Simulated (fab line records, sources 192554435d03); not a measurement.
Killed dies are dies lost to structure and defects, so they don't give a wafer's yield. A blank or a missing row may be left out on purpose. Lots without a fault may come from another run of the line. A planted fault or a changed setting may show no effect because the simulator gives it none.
A struck lot beside a sound one | flow n5_finfet | 26 steps out of a route of 1938
Sound: wafers L297.1, L297.3, L297.5. Struck: wafers L304.3, L304.5, L304.6. The cause comes at the end.
At each step with rows: each side's tool, then ch and its chambers, then its first start. Under that, the readings that differ: sound wafers | struck wafers | difference of the means | sigmas: that difference in standard deviations of wafers without a fault.
alike: readings whose means differ by less than 2 such deviations, and words and numbers that are the same on both sides. not compared: withheld readings, readings that some wafer has no value for, bounds like >300 that may hide the same value, and numbers for which the record gives no deviation and whose values overlap.
The two part at a step that has a row with sigmas, a row that says differs or no value, or rows on one side only. Numbers that don't overlap but have no deviation are shown without sigmas and don't part them. A reading that every wafer of one side lacks parts them only if that side has two wafers or more.

N5_PASSIVATION_OVL_MEAS_60:
  sound on overlay-02 ch 0, day 12 09:59; struck on overlay-01 ch 0, day 13 19:52
  reading     | sound     | struck | difference | sigmas
  TV_OVL (nm) | -8 -5 -16 | 3 1 -1 | +11        | +2
N5_PASSIVATION_INSPECT_61: inspects for defects (macro).
  sound on defect_inspect-01, day 12 10:01; struck on defect_inspect-02, day 13 19:54
  alike: raw_defect_count
N5_PASSIVATION_DESCUM_12: chemistry O2, time 7.9 s.
  sound on rie_diel-03 ch 1,2,3, day 12 10:04; struck on rie_diel-01 ch 0,2,3, day 13 19:56
  alike: bias_power_w, drypump_motor_current_A, oes_product_au, rf_vpp_V, showerhead_plenum_p_Torr, throttle_valve_pct
  not compared: rf_hours_counter_h
N5_PASSIVATION_PASS_ETCH_74: etches SiNx in CF4/O2, target depth 220 nm, time 110 s.
  sound on rie_diel-03 ch 1,2,3, day 12 10:08; struck on rie_diel-01 ch 0,2,3, day 13 20:00
  alike: drypump_motor_current_A, oes_product_au, rf_vpp_V, showerhead_plenum_p_Torr, throttle_valve_pct
  not compared: rf_hours_counter_h
then, 1 step without rows for these wafers: N5_PASSIVATION_VIA_ETCH_13 (etches SiO2 in CHF3/O2, target depth 660 nm, time 330 s).
N5_PASSIVATION_STRIP_14: strips in O2.
  sound on rie_diel-03 ch 1,2,3, day 12 10:25; struck on rie_diel-01 ch 0,2,3, day 13 20:17
  alike: drypump_motor_current_A, oes_product_au, rf_vpp_V, showerhead_plenum_p_Torr, throttle_valve_pct
  not compared: rf_hours_counter_h
then, 4 steps without rows for these wafers: N5_PASSIVATION_ETCH_15 (etches SiCN in CF4/N2, target depth 75 nm, time 81.2 s); N5_PASSIVATION_STRIP_73 (strips in post etch residue remover, time 60 s); N5_PASSIVATION_SRD_17 (time 30 s, dry time 30 s); N5_PASSIVATION_DEGAS_18 (time 60 s).
N5_PASSIVATION_PRE_CLEAN_19:
  sound on pvd_sputter-02, day 12 10:58; struck on pvd_sputter-01, day 13 21:10
  alike: heater_power_w
then, 1 step without rows for these wafers: N5_PASSIVATION_SPUTTER_20 (material TaN, target thk 50 nm).
N5_PASSIVATION_AL_DEP_21: deposits Al, target thk 2800 nm, time 170 s.
  sound on pvd_sputter-02, day 12 11:07; struck on pvd_sputter-01, day 13 21:18
  alike: substrate_temp_c, throttle_valve_pct
then, 8 steps without rows for these wafers: N5_PASSIVATION_HMDS_23 (time 60 s); N5_PASSIVATION_COAT_24; N5_PASSIVATION_EBR_26; N5_PASSIVATION_SOFTBAKE_25 (time 90 s); N5_PASSIVATION_EXPOSE_27 (exposes mask PAD, defocus 0 nm); N5_PASSIVATION_PEB_28; N5_PASSIVATION_DEVELOP_29 (develop time 60 s); N5_PASSIVATION_HARDBAKE_31 (time 120 s).
N5_PASSIVATION_CD_MEAS_30: target cd 4000 nm.
  sound on cd_sem-02 ch 0, day 12 11:35; struck on cd_sem-02 ch 0, day 13 21:54
  alike: cd_nm
N5_PASSIVATION_OVL_MEAS_63:
  sound on overlay-02 ch 0, day 12 11:37; struck on overlay-02 ch 0, day 13 21:55
  alike: PAD_OVL
N5_PASSIVATION_INSPECT_64: inspects for defects (macro).
  sound on defect_inspect-02, day 12 11:38; struck on defect_inspect-02, day 13 21:57
  reading          | sound | struck         | difference | sigmas
  raw_defect_count | 3 2 1 | >300 >300 >300 | differs    |
N5_PASSIVATION_DESCUM_32: chemistry O2, time 7.9 s.
  sound on rie_diel-02 ch 1,2, day 12 11:47; struck on rie_diel-06 ch 0,1,3, day 13 21:59
  alike: bias_power_w, drypump_motor_current_A, oes_product_au, rf_vpp_V, showerhead_plenum_p_Torr, throttle_valve_pct
  not compared: rf_hours_counter_h
N5_PASSIVATION_PROBE_49:
  the record has rows for the struck wafers here (prober-02, day 14 03:20) and none for the sound ones

WHERE THEY PART
First at N5_PASSIVATION_OVL_MEAS_60; last, within this record, at N5_PASSIVATION_PROBE_49.

WHY: what the simulator had put in
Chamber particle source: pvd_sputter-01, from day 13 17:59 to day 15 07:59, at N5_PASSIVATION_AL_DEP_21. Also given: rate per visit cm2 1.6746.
